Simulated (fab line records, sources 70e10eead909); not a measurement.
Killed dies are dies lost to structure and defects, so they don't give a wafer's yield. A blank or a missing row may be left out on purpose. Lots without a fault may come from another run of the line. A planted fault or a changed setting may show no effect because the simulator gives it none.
Chamber matching | flow nand_harc | NHARC_A_STAIRCASE_STRIP_476 on rie_diel-05: 4 sister chambers
The step strips in O2, time 20 s. 8 wafers are shown with their chamber, then 10 later ones without.

WAFERS WITH THEIR CHAMBER
wafer  | chamber | drypump_motor_current_A (A) | showerhead_plenum_p_Torr (Torr)
L082.4 | 0       | 5.5                         | 3.64
L083.6 | 1       | 6.6                         | 3.41
L087.3 | 0       | 5.5                         | 3.63
L087.4 | 1       | 6.7                         | 3.41
L088.5 | 3       | 4.9                         | 3.79
L088.6 | 2       | 6.4                         | 3.35
L091.1 | 3       | 4.9                         | 3.78
L091.2 | 2       | 6.4                         | 3.35

WAFERS WITHOUT THEIR CHAMBER
wafer  | drypump_motor_current_A (A) | showerhead_plenum_p_Torr (Torr)
L091.3 | 5.5                         | 3.62
L089.3 | 5.5                         | 3.62
L089.4 | 6.3                         | 3.35
L089.6 | 6.6                         | 3.40
L092.4 | 6.3                         | 3.34
L092.5 | 6.3                         | 3.34
L092.6 | 5.0                         | 3.78
L097.2 | 6.4                         | 3.33
L097.3 | 5.0                         | 3.77
L097.5 | 5.5                         | 3.61

WHICH CHAMBER EACH WENT THROUGH
wafer  | from the rows above | in truth
L091.3 | 0                   | 0
L089.3 | 0                   | 0
L089.4 | 2                   | 2
L089.6 | 1                   | 1
L092.4 | 2                   | 2
L092.5 | 2                   | 2
L092.6 | 3                   | 3
L097.2 | 2                   | 2
L097.3 | 3                   | 3
L097.5 | 0                   | 0
Placed correctly: 10 of 10. Can't be placed from these rows: 0. Placed wrongly: 0.
How it was worked out, from the rows above alone: a wafer's distance from a chamber is the root of the sum, over the readings, of the square of ((its reading less the chamber's mean) divided by the reading's scatter). The wafer belongs to the nearest chamber; if the next one is less than 2 further off, it can't be placed. A chamber's mean is the mean of its shown wafers. The scatter: the root of (the sum of the squares of (reading less its chamber's mean) over the shown wafers, divided by (wafers less chambers)).
